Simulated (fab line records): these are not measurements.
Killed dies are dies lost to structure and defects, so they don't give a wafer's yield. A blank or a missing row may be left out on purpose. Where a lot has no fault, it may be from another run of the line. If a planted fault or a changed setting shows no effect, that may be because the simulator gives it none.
Split-lot experiment | flow n5-finfet | 21 wafers read from 4 lots, route of 1938 steps

THE SPLIT ITSELF
At N5_BEOL_M9_COAT_60 (time 60 s, resist thk 30 nm), the setting spin-rpm was moved away from the recipe's 1500 rpm on 9 of the 21 wafers read, by +4.9% to +9.4%. All remaining wafers had this setting at the recipe value.

FROM THE SPLIT TO THE READING: what the file shows between them, 4 steps
- N5_BEOL_M9_COAT_05: resist thk 90 nm
- N5_BEOL_M9_EBR_07
- N5_BEOL_M9_DESCUM_16: chemistry O2, time 7.9 s
- N5_BEOL_M9_ETCH_61: etches SiARC in CF4, target depth 39 nm, time 65 s

THE READING
SiARC_of_BEOL_M9_COAT_60.thk-nm (the simulator's own value, which no gauge read), in nm, at N5_BEOL_M9_ETCH_62 (etches SOC in N2/H2, target depth 110 nm, overetch 22 nm, time 165 s). There is no usual value for it anywhere in the file. Here, 12 wafers ran the recipe; their average is 23.5 nm with a standard deviation of 0.22 nm.

wafer  | tool, chamber at the split | spin-rpm as run, rpm | against the recipe | SiARC_of_BEOL_M9_COAT_60.thk-nm, nm | against lot-mates on the recipe
L077.1 | litho-track-05, 0          | 1587                 | +5.8%              | 23                                  | -0.5
L077.2 | litho-track-05, 0          | 1500                 | recipe             | 23.4                                | -
L077.3 | litho-track-05, 0          | 1587                 | +5.8%              | 22.4                                | -1.1
L077.4 | litho-track-05, 0          | 1587                 | +5.8%              | 22.4                                | -1.1
L077.5 | litho-track-05, 0          | 1500                 | recipe             | 23.2                                | -
L077.6 | litho-track-05, 0          | 1500                 | recipe             | 23.8                                | -
L084.1 | litho-track-01, 0          | 1500                 | recipe             | 23.4                                | -
L084.4 | litho-track-01, 0          | 1500                 | recipe             | 23.4                                | -
L084.2 | litho-track-01, 0          | 1500                 | recipe             | 23.2                                | -
L084.3 | litho-track-01, 0          | 1641                 | +9.4%              | 22.2                                | -1.1
L084.5 | litho-track-01, 0          | 1641                 | +9.4%              | 22.2                                | -1.1
L084.6 | litho-track-01, 0          | 1641                 | +9.4%              | 22.2                                | -1.1
L083.4 | litho-track-01, 0          | 1500                 | recipe             | 23.8                                | -
L083.5 | litho-track-01, 0          | 1500                 | recipe             | 23.8                                | -
L083.6 | litho-track-01, 0          | 1500                 | recipe             | 23.2                                | -
L089.1 | litho-track-01, 0          | 1500                 | recipe             | 23.4                                | -
L089.3 | litho-track-01, 0          | 1500                 | recipe             | 23.4                                | -
L089.2 | litho-track-01, 0          | 1574                 | +4.9%              | 22.8                                | -0.7
L089.4 | litho-track-01, 0          | 1574                 | +4.9%              | 22.8                                | -0.7
L089.6 | litho-track-01, 0          | 1574                 | +4.9%              | 22.8                                | -0.7
L089.5 | litho-track-01, 0          | 1500                 | recipe             | 23.6                                | -

THE FIT
A straight line over all 21 wafers: SiARC_of_BEOL_M9_COAT_60.thk-nm changes by -0.138 nm for each +1% of spin-rpm; r = -0.93; the points scatter about the line by 0.21 nm.
The same after taking each lot's own level away (the mean of its wafers on the recipe; 21 wafers): -0.128 nm for each +1%; r = -0.92; scatter 0.2 nm.
The reading moves by 1.2 nm for the largest change in spin-rpm, on that fit.
Measured against the standard deviation above, the lots' own levels, which go from 23.33 to 23.60 nm, span 1.2 times it.
So the lot-to-lot level changes the slope little: the two slopes agree.
Check: with one of the wafers moved furthest among these (+9.4%) left out of the fit, the line predicts -1.24 nm for it against its lot-mates. It came out at -1.13 nm against them.

THE OTHER SPLITS THESE WAFERS WENT THROUGH
Before the reading, these wafers also passed through other splits. Each is held against what the fit with the lots' levels taken away leaves over:
other split on the same wafers | wafers away from the commonest value | r with SiARC_of_BEOL_M9_COAT_60.thk-nm (lot level and that fit taken away)
N5_BEOL_M7_ETCH_61 source-w    | 9                                    | +0.21
N5_BEOL_M7_COAT_22 spin-rpm    | 6                                    | -0.07
N5_BEOL_M8_ILD_DEP_00 time-s   | 9                                    | -0.36
N5_BEOL_M8_COAT_60 spin-rpm    | 9                                    | +0.25

THE WHOLE CHAIN: every reading that the file lists as answering this split, in the file's order
step               | what it does                                                         | reading                                                                            | change (the file's fit)               | r (the file's)
N5_BEOL_M9_COAT_60 | time 60 s, resist thk 30 nm                                          | SiARC_of_BEOL_M9_COAT_60.thk-nm (the simulator's own value, which no gauge read)   | -0.14 nm for each +1% of the setting  | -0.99
N5_BEOL_M9_ETCH_61 | etches SiARC in CF4, target depth 39 nm, time 65 s                   | etch.depth-nm (the simulator's own value, which no gauge read)                     | -0.136 nm for each +1% of the setting | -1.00
N5_BEOL_M9_ETCH_61 | etches SiARC in CF4, target depth 39 nm, time 65 s                   | CAR-ArF_of_BEOL_M9_COAT_05.thk-nm (the simulator's own value, which no gauge read) | +0.122 nm for each +1% of the setting | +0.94
N5_BEOL_M9_ETCH_62 | etches SOC in N2/H2, target depth 110 nm, overetch 22 nm, time 165 s | SiARC_of_BEOL_M9_COAT_60.thk-nm (the simulator's own value, which no gauge read)   | -0.13 nm for each +1% of the setting  | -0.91

FILE'S OWN FIT
SiARC_of_BEOL_M9_COAT_60.thk-nm changes by -0.13 nm for each +1% of spin-rpm, r = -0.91.
